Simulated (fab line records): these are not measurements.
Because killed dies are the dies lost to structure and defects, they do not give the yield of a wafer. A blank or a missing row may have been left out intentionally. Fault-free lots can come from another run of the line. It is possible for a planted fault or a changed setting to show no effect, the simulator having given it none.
Which tool was responsible? + flow nandHarc + 22 lots, 66 wafers sampled, at 3 steps of a route of 1302

== WHAT THE GAUGES SHOWED, per wafer ==
NHARC_A_CONTACT_CD_MEAS_08 targets a cd of 200 nm. Usual: 200.0 nm for cdNm, sd 0.43.
| lot  | measured     | on       | cdNm (nm)         | flag |
|------|--------------|----------|-------------------|------|
| L074 | day 22 06:01 | cdSem-03 | 200.6 200.4 200.1 |      |
| L075 | day 22 22:38 | cdSem-02 | 199.5 199.7 199.9 |      |
| L078 | day 23 01:43 | cdSem-01 | 200.3 200.5 200.2 |      |
| L077 | day 23 04:09 | cdSem-01 | 200.4 200.5 200.2 |      |
| L079 | day 23 20:01 | cdSem-01 | 199.4 199.9 200.0 |      |
| L076 | day 24 02:43 | cdSem-02 | 200.0 199.9 200.0 |      |
| L080 | day 24 10:00 | cdSem-02 | 200.4 200.8 200.8 |      |
| L082 | day 25 09:14 | cdSem-03 | 200.2 200.3 199.9 |      |
| L081 | day 25 10:22 | cdSem-03 | 199.7 200.1 200.3 |      |
| L083 | day 26 08:32 | cdSem-01 | 199.5 199.3 199.2 |      |
| L084 | day 26 19:01 | cdSem-02 | 200.5 200.5 200.3 |      |
| L085 | day 26 20:44 | cdSem-03 | 200.2 201.0 200.1 |      |
| L086 | day 27 12:55 | cdSem-02 | 199.2 200.4 199.5 |      |
| L087 | day 27 15:37 | cdSem-02 | 200.6 199.8 199.7 |      |
| L089 | day 28 10:24 | cdSem-03 | 200.7 199.9 199.9 |      |
| L088 | day 28 13:06 | cdSem-03 | 199.4 200.2 199.7 |      |
| L091 | day 29 18:10 | cdSem-02 | 200.0 200.2 200.0 |      |
| L090 | day 29 21:10 | cdSem-03 | 199.9 199.6 200.5 |      |
| L092 | day 30 04:34 | cdSem-03 | 201.1 200.0 200.3 |      |
| L095 | day 30 11:51 | cdSem-01 | 200.7 200.6 200.2 |      |
| L094 | day 30 13:44 | cdSem-01 | 199.3 200.6 199.9 |      |
| L096 | day 31 03:02 | cdSem-03 | 200.2 199.8 200.7 |      |

== TOOL THAT RAN EACH LOT (tool first, then ch and the chambers of the sampled wafers, then the start) ==
| lot  | NHARC_A_CONTACT_ETCH_102          | NHARC_A_CONTACT_STRIP_82                     |
|------|-----------------------------------|----------------------------------------------|
| L074 | rieDiel-13 ch 0,1,3, day 21 11:46 | rieDiel-12 ch 0,1,2, day 22 06:01 or earlier |
| L075 | rieDiel-04 ch 0,2,3, day 22 09:38 | rieDiel-04 ch 0,1,3, day 22 22:38 or earlier |
| L078 | rieDiel-04 ch 1,3, day 22 10:28   | rieDiel-04 ch 1,2,3, day 23 01:43 or earlier |
| L077 | rieDiel-12 ch 0,2, day 22 14:29   | rieDiel-12 ch 0,1,3, day 23 04:09 or earlier |
| L079 | rieDiel-13 ch 0,1,2, day 23 07:05 | rieDiel-12 ch 0,2,3, day 23 20:01 or earlier |
| L076 | rieDiel-12 ch 0,2,3, day 23 11:53 | rieDiel-04 ch 0,2,3, day 24 02:43 or earlier |
| L080 | rieDiel-12 ch 0,2, day 23 18:19   | rieDiel-04 ch 0,1,3, day 24 10:00 or earlier |
| L082 | rieDiel-04 ch 1,2, day 24 19:34   | rieDiel-04 ch 1,2,3, day 25 09:14 or earlier |
| L081 | rieDiel-13 ch 0,1,3, day 24 19:56 | rieDiel-04 ch 1,2,3, day 25 10:22 or earlier |
| L083 | rieDiel-13 ch 1,2,3, day 25 16:40 | rieDiel-04 ch 0,2, day 26 08:32 or earlier   |
| L084 | rieDiel-04 ch 0,2,3, day 26 00:59 | rieDiel-04 ch 0,1,2, day 26 19:01 or earlier |
| L085 | rieDiel-04 ch 0,3, day 26 01:17   | rieDiel-13 ch 0,2,3, day 26 20:44 or earlier |
| L086 | rieDiel-12 ch 0,3, day 26 22:52   | rieDiel-04 ch 0,1,3, day 27 12:55 or earlier |
| L087 | rieDiel-04 ch 0,1,2, day 27 00:42 | rieDiel-04 ch 0,1,2, day 27 15:37 or earlier |
| L089 | rieDiel-04 ch 0,1,3, day 27 20:17 | rieDiel-13 ch 1,2,3, day 28 10:24 or earlier |
| L088 | rieDiel-04 ch 0,3, day 27 22:20   | rieDiel-04 ch 1,2,3, day 28 13:06 or earlier |
| L091 | rieDiel-04 ch 0,1,2, day 28 22:54 | rieDiel-04 ch 0,1,2, day 29 18:10 or earlier |
| L090 | rieDiel-04 ch 2,3, day 29 01:07   | rieDiel-04 ch 0,2,3, day 29 21:10 or earlier |
| L092 | rieDiel-12 ch 0,1,3, day 29 13:32 | rieDiel-04 ch 0,2, day 30 04:34 or earlier   |
| L095 | rieDiel-04 ch 0,2,3, day 29 21:08 | rieDiel-04 ch 0,2,3, day 30 11:51 or earlier |
| L094 | rieDiel-12 ch 0,2,3, day 29 22:22 | rieDiel-04 ch 0,3, day 30 13:44 or earlier   |
| L096 | rieDiel-04 ch 2,3, day 30 11:51   | rieDiel-13 ch 0,1, day 31 03:02 or earlier   |
- NHARC_A_CONTACT_ETCH_102: etches the open film in CF4/O2, target depth 100 nm, overetch 10 nm, time 55 s.
- NHARC_A_CONTACT_STRIP_82: strips in O2.

== AS READ BY THE TOOLS THEMSELVES (means over the sampled wafers that have a number; for cases with no such wafer, the mark the record gives instead) ==
NHARC_A_CONTACT_ETCH_102. Usual: drypumpMotorCurrentA 5.8 A (standard deviation 0.67); mfcArSccm 0.008 sccm (standard deviation 0.0075); oes_o_777_au 1.000 a.u. (standard deviation 0.0047); oesProductAu 1.003 a.u. (standard deviation 0.0064); rfVppV 198.1 V (standard deviation 1.4); showerheadPlenumPTorr 1.35 Torr (standard deviation 0.062); throttleValvePct 13.397 % (standard deviation 0.0094).
| lot  | tool       | drypumpMotorCurrentA (A) | mfcArSccm (sccm) | oes_o_777_au (a.u.) | oesProductAu (a.u.) | rfVppV (V) | showerheadPlenumPTorr (Torr) | throttleValvePct (%) | flag |
|------|------------|--------------------------|------------------|---------------------|---------------------|------------|------------------------------|----------------------|------|
| L074 | rieDiel-13 | 5.5                      | 0.008            | 0.999               | 1.002               | 198.2      | 1.32                         | 13.395               |      |
| L075 | rieDiel-04 | 6.2                      | 0.007            | 1.003               | 1.000               | 197.9      | 1.32                         | 13.397               |      |
| L078 | rieDiel-04 | 5.9                      | 0.000            | 1.000               | 1.003               | 197.7      | 1.34                         | 13.399               |      |
| L077 | rieDiel-12 | 5.9                      | 0.001            | 1.000               | 1.005               | 198.0      | 1.33                         | 13.393               |      |
| L079 | rieDiel-13 | 5.8                      | 0.012            | 1.003               | 1.002               | 196.1      | 1.28                         | 13.397               |      |
| L076 | rieDiel-12 | 5.9                      | 0.008            | 1.009               | 1.005               | 197.9      | 1.37                         | 13.402               |      |
| L080 | rieDiel-12 | 5.5                      | 0.002            | 0.999               | 1.003               | 198.5      | 1.38                         | 13.385               |      |
| L082 | rieDiel-04 | 5.5                      | 0.007            | 1.003               | 1.009               | 198.8      | 1.37                         | 13.405               |      |
| L081 | rieDiel-13 | 5.5                      | 0.008            | 1.001               | 1.005               | 197.6      | 1.31                         | 13.398               |      |
| L083 | rieDiel-13 | 5.3                      | 0.009            | 1.001               | 1.004               | 197.5      | 1.31                         | 13.398               |      |
| L084 | rieDiel-04 | 6.3                      | 0.007            | 0.998               | 1.004               | 198.4      | 1.39                         | 13.396               |      |
| L085 | rieDiel-04 | 6.4                      | 0.004            | 1.003               | 1.006               | 199.2      | 1.37                         | 13.391               |      |
| L086 | rieDiel-12 | 5.9                      | 0.016            | 0.999               | 1.003               | 199.5      | 1.41                         | 13.403               |      |
| L087 | rieDiel-04 | 5.9                      | 0.007            | 0.999               | 1.003               | 198.6      | 1.38                         | 13.398               |      |
| L089 | rieDiel-04 | 6.0                      | 0.004            | 0.997               | 0.996               | 198.2      | 1.37                         | 13.400               |      |
| L088 | rieDiel-04 | 6.6                      | 0.007            | 1.003               | 1.011               | 199.5      | 1.41                         | 13.396               |      |
| L091 | rieDiel-04 | 5.9                      | 0.007            | 1.000               | 1.005               | 198.2      | 1.38                         | 13.398               |      |
| L090 | rieDiel-04 | 6.1                      | 0.004            | 1.002               | 1.006               | 197.9      | 1.36                         | 13.398               |      |
| L092 | rieDiel-12 | 5.4                      | 0.015            | 1.000               | 1.000               | 198.7      | 1.37                         | 13.404               |      |
| L095 | rieDiel-04 | 6.3                      | 0.007            | 0.997               | 1.007               | 198.6      | 1.39                         | 13.402               |      |
| L094 | rieDiel-12 | 5.9                      | 0.008            | 1.001               | 1.002               | 198.1      | 1.36                         | 13.397               |      |
| L096 | rieDiel-04 | 5.9                      | 0.007            | 0.996               | 1.009               | 199.0      | 1.37                         | 13.386               |      |

NHARC_A_CONTACT_STRIP_82. Usual: drypumpMotorCurrentA 5.9 A, standard deviation 0.64; mfcArSccm 0.007 sccm, standard deviation 0.0065; oesProductAu 1.001 a.u., standard deviation 0.0071; rfVppV 57.9 V, standard deviation 0.89; showerheadPlenumPTorr 3.57 Torr, standard deviation 0.15; throttleValvePct 17.038 %, standard deviation 0.0087.
| lot  | tool       | drypumpMotorCurrentA (A) | mfcArSccm (sccm) | oesProductAu (a.u.) | rfVppV (V) | showerheadPlenumPTorr (Torr) | throttleValvePct (%) | flag |
|------|------------|--------------------------|------------------|---------------------|------------|------------------------------|----------------------|------|
| L074 | rieDiel-12 | 5.4                      | 0.007            | 1.000               | 57.4       | 3.54                         | 17.042               |      |
| L075 | rieDiel-04 | 6.1                      | 0.004            | 0.997               | 57.8       | 3.44                         | 17.043               |      |
| L078 | rieDiel-04 | 5.7                      | 0.004            | 1.005               | 58.0       | 3.57                         | 17.040               |      |
| L077 | rieDiel-12 | 5.4                      | 0.015            | 0.999               | 57.8       | 3.65                         | 17.040               |      |
| L079 | rieDiel-12 | 5.9                      | 0.008            | 1.000               | 57.8       | 3.61                         | 17.037               |      |
| L076 | rieDiel-04 | 6.3                      | 0.007            | 1.005               | 57.5       | 3.68                         | 17.036               |      |
| L080 | rieDiel-04 | 6.0                      | 0.004            | 1.007               | 57.7       | 3.62                         | 17.035               |      |
| L082 | rieDiel-04 | 5.7                      | 0.004            | 1.005               | 58.0       | 3.57                         | 17.036               |      |
| L081 | rieDiel-04 | 5.7                      | 0.004            | 1.004               | 57.9       | 3.57                         | 17.028               |      |
| L083 | rieDiel-04 | 6.1                      | 0.011            | 0.995               | 58.4       | 3.71                         | 17.034               |      |
| L084 | rieDiel-04 | 5.9                      | 0.007            | 1.002               | 58.9       | 3.65                         | 17.039               |      |
| L085 | rieDiel-13 | 5.7                      | 0.007            | 0.999               | 57.8       | 3.42                         | 17.036               |      |
| L086 | rieDiel-04 | 6.0                      | 0.004            | 0.998               | 58.4       | 3.61                         | 17.036               |      |
| L087 | rieDiel-04 | 5.9                      | 0.007            | 0.999               | 58.4       | 3.65                         | 17.044               |      |
| L089 | rieDiel-13 | 5.3                      | 0.009            | 1.000               | 57.4       | 3.46                         | 17.041               |      |
| L088 | rieDiel-04 | 5.7                      | 0.004            | 1.000               | 58.1       | 3.56                         | 17.036               |      |
| L091 | rieDiel-04 | 5.9                      | 0.007            | 1.009               | 57.7       | 3.65                         | 17.038               |      |
| L090 | rieDiel-04 | 6.2                      | 0.007            | 1.006               | 58.5       | 3.66                         | 17.037               |      |
| L092 | rieDiel-04 | 6.1                      | 0.011            | 1.002               | 57.8       | 3.70                         | 17.036               |      |
| L095 | rieDiel-04 | 6.3                      | 0.007            | 1.005               | 58.6       | 3.66                         | 17.029               |      |
| L094 | rieDiel-04 | 6.4                      | 0.004            | 1.002               | 58.4       | 3.62                         | 17.038               |      |
| L096 | rieDiel-13 | 5.6                      | 0.013            | 0.998               | 57.4       | 3.39                         | 17.034               |      |

== THE ANSWER, worked out from the rows above alone ==
Rule: take the mean of a lot's wafers that have a number; if it is more than 3 standard deviations from the usual mean, the lot is off. Also off: a lot with no number at a reading for which 4 or more lots have one. Any other lot the step has rows for is counted as sound. First the gauges in route order, then the tools' own readings, where a lot's mean is used as printed above. At the first step where some lot is off, the reading lying furthest off is the one used; lots without a number count as furthest.
None of the lots is off at any reading shown; this tells nothing.

== WHAT HAD BEEN PUT IN BY THE SIMULATOR ==
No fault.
